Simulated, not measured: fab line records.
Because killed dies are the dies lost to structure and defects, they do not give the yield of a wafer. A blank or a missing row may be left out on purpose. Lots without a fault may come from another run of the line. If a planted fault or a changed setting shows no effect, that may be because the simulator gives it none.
Lot-split experiment / flow n5Finfet / 7 lots, 39 wafers read, on a route of 1938 steps

== THE SPLIT ITSELF ==
At N5_SD_EPI_P_ETCH_16 (etches SiO2 in CHF3/O2, target depth 5 nm), the setting targetDepthA was moved away from the recipe's 50 angstrom on 12 of the 39 wafers read, by -12.0% to +7.6%. All remaining wafers had this setting at the recipe value.

Reading taken at the split's own step.

== THE READING ==
etch.depthNm (the simulator's own value, which no gauge read), in nm, at N5_SD_EPI_P_ETCH_16 (etches SiO2 in CHF3/O2, target depth 5 nm). No usual value for it is given in the file. Average 5.015 nm, standard deviation 0.062 nm, over the 27 wafers here run with the recipe.

wafer=L078.1; tool, chamber at the split=rieDiel-03, 3; targetDepthA as run, angstrom=52.73; against the recipe=+5.5%; etch.depthNm, nm=5.29; against lot-mates on the recipe=+0.337
wafer=L078.2; tool, chamber at the split=rieDiel-03, 2; targetDepthA as run, angstrom=52.73; against the recipe=+5.5%; etch.depthNm, nm=5.23; against lot-mates on the recipe=+0.277
wafer=L078.3; tool, chamber at the split=rieDiel-03, 0; targetDepthA as run, angstrom=50; against the recipe=recipe; etch.depthNm, nm=4.977; against lot-mates on the recipe=-
wafer=L078.4; tool, chamber at the split=rieDiel-03, 0; targetDepthA as run, angstrom=50; against the recipe=recipe; etch.depthNm, nm=4.916; against lot-mates on the recipe=-
wafer=L078.5; tool, chamber at the split=rieDiel-03, 3; targetDepthA as run, angstrom=50; against the recipe=recipe; etch.depthNm, nm=4.967; against lot-mates on the recipe=-
wafer=L078.6; tool, chamber at the split=rieDiel-03, 2; targetDepthA as run, angstrom=52.73; against the recipe=+5.5%; etch.depthNm, nm=5.232; against lot-mates on the recipe=+0.279
wafer=L081.1; tool, chamber at the split=rieDiel-01, 2; targetDepthA as run, angstrom=50; against the recipe=recipe; etch.depthNm, nm=5.011; against lot-mates on the recipe=-
wafer=L081.2; tool, chamber at the split=rieDiel-01, 0; targetDepthA as run, angstrom=50; against the recipe=recipe; etch.depthNm, nm=5.063; against lot-mates on the recipe=-
wafer=L081.3; tool, chamber at the split=rieDiel-01, 3; targetDepthA as run, angstrom=50; against the recipe=recipe; etch.depthNm, nm=5.037; against lot-mates on the recipe=-
wafer=L081.4; tool, chamber at the split=rieDiel-01, 1; targetDepthA as run, angstrom=50; against the recipe=recipe; etch.depthNm, nm=5.043; against lot-mates on the recipe=-
wafer=L081.5; tool, chamber at the split=rieDiel-01, 0; targetDepthA as run, angstrom=50; against the recipe=recipe; etch.depthNm, nm=5.041; against lot-mates on the recipe=-
wafer=L081.6; tool, chamber at the split=rieDiel-01, 1; targetDepthA as run, angstrom=50; against the recipe=recipe; etch.depthNm, nm=5.022; against lot-mates on the recipe=-
wafer=L084.1; tool, chamber at the split=rieDiel-03, 1; targetDepthA as run, angstrom=53.82; against the recipe=+7.6%; etch.depthNm, nm=5.435; against lot-mates on the recipe=+0.460
wafer=L084.2; tool, chamber at the split=rieDiel-03, 3; targetDepthA as run, angstrom=53.82; against the recipe=+7.6%; etch.depthNm, nm=5.456; against lot-mates on the recipe=+0.481
wafer=L084.3; tool, chamber at the split=rieDiel-03, 0; targetDepthA as run, angstrom=50; against the recipe=recipe; etch.depthNm, nm=4.919; against lot-mates on the recipe=-
wafer=L084.4; tool, chamber at the split=rieDiel-03, 2; targetDepthA as run, angstrom=53.82; against the recipe=+7.6%; etch.depthNm, nm=5.361; against lot-mates on the recipe=+0.386
wafer=L084.5; tool, chamber at the split=rieDiel-03, 3; targetDepthA as run, angstrom=50; against the recipe=recipe; etch.depthNm, nm=5.046; against lot-mates on the recipe=-
wafer=L084.6; tool, chamber at the split=rieDiel-03, 0; targetDepthA as run, angstrom=50; against the recipe=recipe; etch.depthNm, nm=4.961; against lot-mates on the recipe=-
wafer=L087.1; tool, chamber at the split=rieDiel-01, 1; targetDepthA as run, angstrom=50; against the recipe=recipe; etch.depthNm, nm=5.016; against lot-mates on the recipe=-
wafer=L087.2; tool, chamber at the split=rieDiel-01, 0; targetDepthA as run, angstrom=50; against the recipe=recipe; etch.depthNm, nm=5.037; against lot-mates on the recipe=-
wafer=L087.3; tool, chamber at the split=rieDiel-01, 2; targetDepthA as run, angstrom=50; against the recipe=recipe; etch.depthNm, nm=5.184; against lot-mates on the recipe=-
wafer=L087.4; tool, chamber at the split=rieDiel-01, 3; targetDepthA as run, angstrom=50; against the recipe=recipe; etch.depthNm, nm=5.034; against lot-mates on the recipe=-
wafer=L087.5; tool, chamber at the split=rieDiel-01, 2; targetDepthA as run, angstrom=50; against the recipe=recipe; etch.depthNm, nm=5.107; against lot-mates on the recipe=-
wafer=L087.6; tool, chamber at the split=rieDiel-01, 1; targetDepthA as run, angstrom=50; against the recipe=recipe; etch.depthNm, nm=5.028; against lot-mates on the recipe=-
wafer=L093.1; tool, chamber at the split=rieDiel-01, 3; targetDepthA as run, angstrom=50; against the recipe=recipe; etch.depthNm, nm=5.057; against lot-mates on the recipe=-
wafer=L093.2; tool, chamber at the split=rieDiel-01, 1; targetDepthA as run, angstrom=48.09; against the recipe=-3.8%; etch.depthNm, nm=4.751; against lot-mates on the recipe=-0.299
wafer=L093.3; tool, chamber at the split=rieDiel-01, 2; targetDepthA as run, angstrom=50; against the recipe=recipe; etch.depthNm, nm=5.083; against lot-mates on the recipe=-
wafer=L093.4; tool, chamber at the split=rieDiel-01, 0; targetDepthA as run, angstrom=50; against the recipe=recipe; etch.depthNm, nm=5.011; against lot-mates on the recipe=-
wafer=L093.5; tool, chamber at the split=rieDiel-01, 2; targetDepthA as run, angstrom=48.09; against the recipe=-3.8%; etch.depthNm, nm=4.921; against lot-mates on the recipe=-0.129
wafer=L093.6; tool, chamber at the split=rieDiel-01, 1; targetDepthA as run, angstrom=48.09; against the recipe=-3.8%; etch.depthNm, nm=4.745; against lot-mates on the recipe=-0.305
wafer=L094.2; tool, chamber at the split=rieDiel-03, 0; targetDepthA as run, angstrom=50; against the recipe=recipe; etch.depthNm, nm=4.979; against lot-mates on the recipe=-
wafer=L094.3; tool, chamber at the split=rieDiel-03, 3; targetDepthA as run, angstrom=50; against the recipe=recipe; etch.depthNm, nm=5.055; against lot-mates on the recipe=-
wafer=L094.6; tool, chamber at the split=rieDiel-03, 0; targetDepthA as run, angstrom=50; against the recipe=recipe; etch.depthNm, nm=4.994; against lot-mates on the recipe=-
wafer=L096.1; tool, chamber at the split=rieDiel-06, 2; targetDepthA as run, angstrom=44.01; against the recipe=-12.0%; etch.depthNm, nm=4.414; against lot-mates on the recipe=-0.525
wafer=L096.2; tool, chamber at the split=rieDiel-06, 1; targetDepthA as run, angstrom=50; against the recipe=recipe; etch.depthNm, nm=4.881; against lot-mates on the recipe=-
wafer=L096.3; tool, chamber at the split=rieDiel-06, 3; targetDepthA as run, angstrom=44.01; against the recipe=-12.0%; etch.depthNm, nm=4.401; against lot-mates on the recipe=-0.538
wafer=L096.4; tool, chamber at the split=rieDiel-06, 1; targetDepthA as run, angstrom=50; against the recipe=recipe; etch.depthNm, nm=4.928; against lot-mates on the recipe=-
wafer=L096.5; tool, chamber at the split=rieDiel-06, 2; targetDepthA as run, angstrom=50; against the recipe=recipe; etch.depthNm, nm=5.008; against lot-mates on the recipe=-
wafer=L096.6; tool, chamber at the split=rieDiel-06, 3; targetDepthA as run, angstrom=44.01; against the recipe=-12.0%; etch.depthNm, nm=4.392; against lot-mates on the recipe=-0.547

FIT RESULTS
A straight line over all 39 wafers: etch.depthNm changes by +0.0507 nm for each +1% of targetDepthA; r = +0.97; the points scatter about the line by 0.061 nm.
The same after taking each lot's own level away (the mean of its wafers on the recipe; 39 wafers): +0.0503 nm for each +1%; r = +0.97; scatter 0.054 nm.
That fit puts the effect of the largest move of targetDepthA on the reading at 0.6 nm.
From 4.9390 to 5.0677 nm: that is the span of the lots' own levels, equal to 2.1 times the standard deviation above.
Hence the lot-to-lot level has little effect on the slope; both slopes agree.
Check: for one of the wafers moved furthest among these (-12.0%), held out of the fit, the line's prediction against its lot-mates is -0.614 nm. It came out at -0.525 nm against them.

== ADDITIONAL SPLITS CARRIED BY THESE WAFERS ==
Before the reading, these wafers also passed through other splits. Each is held against what the fit with the lots' levels taken away leaves over:
other split on the same wafers=N5_DUMMY_GATE_ETCH_31 targetDepthA; wafers away from the commonest value=12; r with etch.depthNm (lot level and that fit taken away)=-0.44
other split on the same wafers=N5_DUMMY_GATE_ETCH_42 biasW; wafers away from the commonest value=9; r with etch.depthNm (lot level and that fit taken away)=-0.14

== THE FILE'S OWN FIT ==
etch.depthNm changes by +0.0502 nm for each +1% of targetDepthA, r = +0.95.
